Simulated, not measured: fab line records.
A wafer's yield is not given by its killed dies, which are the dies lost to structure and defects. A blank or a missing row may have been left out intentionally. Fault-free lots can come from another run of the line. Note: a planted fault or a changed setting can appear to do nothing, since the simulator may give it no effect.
Matching of chambers -- flow nand_harc -- NHARC_P_M1_CMP_23 on cmp-03 has 4 sister chambers
The step polishes, t overpolish 20 s, target thk 157.82 nm. 8 wafers are shown with their chamber, then 7 later ones without.

## WAFERS PAIRED WITH THEIR CHAMBERS
wafer,chamber,motor_current_A (A),time_to_endpoint_s (s)
L083.5,2,10.6,28.1
L084.2,2,10.4,30.0
L088.4,1,13.4,28.8
L092.1,1,13.8,30.3
L092.4,3,12.5,29.2
L092.6,0,12.7,30.2
L093.2,3,13.0,24.6
L093.3,0,12.7,28.8

## WAFERS WITH NO CHAMBER GIVEN
wafer,motor_current_A (A),time_to_endpoint_s (s)
L093.6,13.0,29.4
L094.3,10.4,26.7
L094.5,10.5,30.1
L094.6,13.2,31.3
L097.1,10.4,29.8
L097.4,13.0,27.2
L097.6,12.3,28.5

## THE CHAMBER EACH PASSED THROUGH
wafer,from the rows above,in truth
L093.6,can't be placed: 0 or 3 or 1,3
L094.3,2,2
L094.5,2,2
L094.6,can't be placed: 1 or 0 or 3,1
L097.1,2,2
L097.4,can't be placed: 3 or 0 or 1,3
L097.6,can't be placed: 0 or 3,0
Correctly placed: 3 of 7. Unplaceable from these rows: 4, with the true chamber sitting among the candidates in 4. 0 placed wrongly.
How it was worked out, from the rows above alone: a wafer's distance from a chamber is the root of the sum, over the readings, of the square of ((its reading less the chamber's mean) divided by the reading's scatter). The wafer belongs to the nearest chamber; if the next one is less than 2 further off, it can't be placed. Each chamber's mean is taken over the wafers shown for it. The scatter: the root of (the sum of the squares of (reading less its chamber's mean) over the shown wafers, divided by (wafers less chambers)).
